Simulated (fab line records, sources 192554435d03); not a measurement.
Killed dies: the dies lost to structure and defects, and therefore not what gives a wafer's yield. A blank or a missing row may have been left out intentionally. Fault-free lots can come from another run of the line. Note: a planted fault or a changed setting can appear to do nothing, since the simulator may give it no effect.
Chamber matching || flow n5Finfet || rieDiel-01 running N5_BEOL_M3_STRIP_36: 4 sister chambers
The step strips in N2/H2. 16 wafers are shown with their chamber, then 8 later ones without.

== EACH WAFER AND ITS CHAMBER ==
{"wafer": "L077.1", "chamber": 0, "drypumpMotorCurrentA (A)": 5.7, "showerheadPlenumPTorr (Torr)": 2.65, "throttleValvePct (%)": 24.07}
{"wafer": "L077.2", "chamber": 2, "drypumpMotorCurrentA (A)": 4.9, "showerheadPlenumPTorr (Torr)": 2.47, "throttleValvePct (%)": 23.54}
{"wafer": "L077.5", "chamber": 3, "drypumpMotorCurrentA (A)": 4.7, "showerheadPlenumPTorr (Torr)": 2.47, "throttleValvePct (%)": 23.42}
{"wafer": "L076.1", "chamber": 1, "drypumpMotorCurrentA (A)": 5.8, "showerheadPlenumPTorr (Torr)": 2.44, "throttleValvePct (%)": 23.31}
{"wafer": "L076.3", "chamber": 0, "drypumpMotorCurrentA (A)": 5.7, "showerheadPlenumPTorr (Torr)": 2.65, "throttleValvePct (%)": 24.03}
{"wafer": "L076.5", "chamber": 3, "drypumpMotorCurrentA (A)": 4.7, "showerheadPlenumPTorr (Torr)": 2.47, "throttleValvePct (%)": 23.37}
{"wafer": "L079.2", "chamber": 3, "drypumpMotorCurrentA (A)": 4.7, "showerheadPlenumPTorr (Torr)": 2.46, "throttleValvePct (%)": 23.39}
{"wafer": "L079.4", "chamber": 2, "drypumpMotorCurrentA (A)": 5.0, "showerheadPlenumPTorr (Torr)": 2.47, "throttleValvePct (%)": 23.51}
{"wafer": "L079.5", "chamber": 2, "drypumpMotorCurrentA (A)": 4.9, "showerheadPlenumPTorr (Torr)": 2.47, "throttleValvePct (%)": 23.51}
{"wafer": "L086.1", "chamber": 0, "drypumpMotorCurrentA (A)": 5.7, "showerheadPlenumPTorr (Torr)": 2.64, "throttleValvePct (%)": 24.05}
{"wafer": "L086.2", "chamber": 3, "drypumpMotorCurrentA (A)": 4.7, "showerheadPlenumPTorr (Torr)": 2.46, "throttleValvePct (%)": 23.39}
{"wafer": "L086.6", "chamber": 2, "drypumpMotorCurrentA (A)": 5.0, "showerheadPlenumPTorr (Torr)": 2.47, "throttleValvePct (%)": 23.55}
{"wafer": "L090.3", "chamber": 3, "drypumpMotorCurrentA (A)": 4.7, "showerheadPlenumPTorr (Torr)": 2.45, "throttleValvePct (%)": 23.45}
{"wafer": "L090.4", "chamber": 2, "drypumpMotorCurrentA (A)": 5.0, "showerheadPlenumPTorr (Torr)": 2.46, "throttleValvePct (%)": 23.56}
{"wafer": "L090.6", "chamber": 0, "drypumpMotorCurrentA (A)": 5.7, "showerheadPlenumPTorr (Torr)": 2.64, "throttleValvePct (%)": 24.06}
{"wafer": "L092.1", "chamber": 3, "drypumpMotorCurrentA (A)": 4.7, "showerheadPlenumPTorr (Torr)": 2.45, "throttleValvePct (%)": 23.44}

SIGNATURES (averages over the wafers above)
{"reading": "drypumpMotorCurrentA", "chamber 0": 5.700, "chamber 1": 5.800, "chamber 2": 4.960, "chamber 3": 4.700, "scatter within a chamber": 0.0316}
{"reading": "showerheadPlenumPTorr", "chamber 0": 2.6450, "chamber 1": 2.4400, "chamber 2": 2.4680, "chamber 3": 2.4600, "scatter within a chamber": 0.00695}
{"reading": "throttleValvePct", "chamber 0": 24.0525, "chamber 1": 23.3100, "chamber 2": 23.5340, "chamber 3": 23.4100, "scatter within a chamber": 0.0258}
Rule: for each reading, subtract the chamber's mean from the wafer's reading, divide by that reading's scatter and square the result; add these up over the readings and take the root, which gives the wafer's distance from the chamber. If the next closest chamber is less than 2 further off than the closest, the wafer can't be placed; otherwise it belongs to the closest. The scatter: take each reading less its chamber's mean, square it, sum over the shown wafers, divide by the number of wafers less the number of chambers, and take the root.

== WAFERS MISSING THEIR CHAMBER ==
{"wafer": "L092.2", "drypumpMotorCurrentA (A)": 5.8, "showerheadPlenumPTorr (Torr)": 2.43, "throttleValvePct (%)": 23.33}
{"wafer": "L092.3", "drypumpMotorCurrentA (A)": 5.7, "showerheadPlenumPTorr (Torr)": 2.64, "throttleValvePct (%)": 24.07}
{"wafer": "L094.1", "drypumpMotorCurrentA (A)": 5.0, "showerheadPlenumPTorr (Torr)": 2.46, "throttleValvePct (%)": 23.58}
{"wafer": "L094.4", "drypumpMotorCurrentA (A)": 5.7, "showerheadPlenumPTorr (Torr)": 2.63, "throttleValvePct (%)": 24.10}
{"wafer": "L094.6", "drypumpMotorCurrentA (A)": 4.7, "showerheadPlenumPTorr (Torr)": 2.45, "throttleValvePct (%)": 23.44}
{"wafer": "L096.3", "drypumpMotorCurrentA (A)": 4.7, "showerheadPlenumPTorr (Torr)": 2.45, "throttleValvePct (%)": 23.44}
{"wafer": "L096.4", "drypumpMotorCurrentA (A)": 4.7, "showerheadPlenumPTorr (Torr)": 2.45, "throttleValvePct (%)": 23.48}
{"wafer": "L096.6", "drypumpMotorCurrentA (A)": 5.8, "showerheadPlenumPTorr (Torr)": 2.42, "throttleValvePct (%)": 23.35}

== CHAMBER TAKEN BY EACH ==
{"wafer": "L092.2", "from the rows above": 1, "in truth": 1}
{"wafer": "L092.3", "from the rows above": 0, "in truth": 0}
{"wafer": "L094.1", "from the rows above": 2, "in truth": 2}
{"wafer": "L094.4", "from the rows above": 0, "in truth": 0}
{"wafer": "L094.6", "from the rows above": 3, "in truth": 3}
{"wafer": "L096.3", "from the rows above": 3, "in truth": 3}
{"wafer": "L096.4", "from the rows above": 3, "in truth": 3}
{"wafer": "L096.6", "from the rows above": 1, "in truth": 1}
8 of 8 placed correctly. Number that these rows cannot place: 0. Placed wrongly: 0.
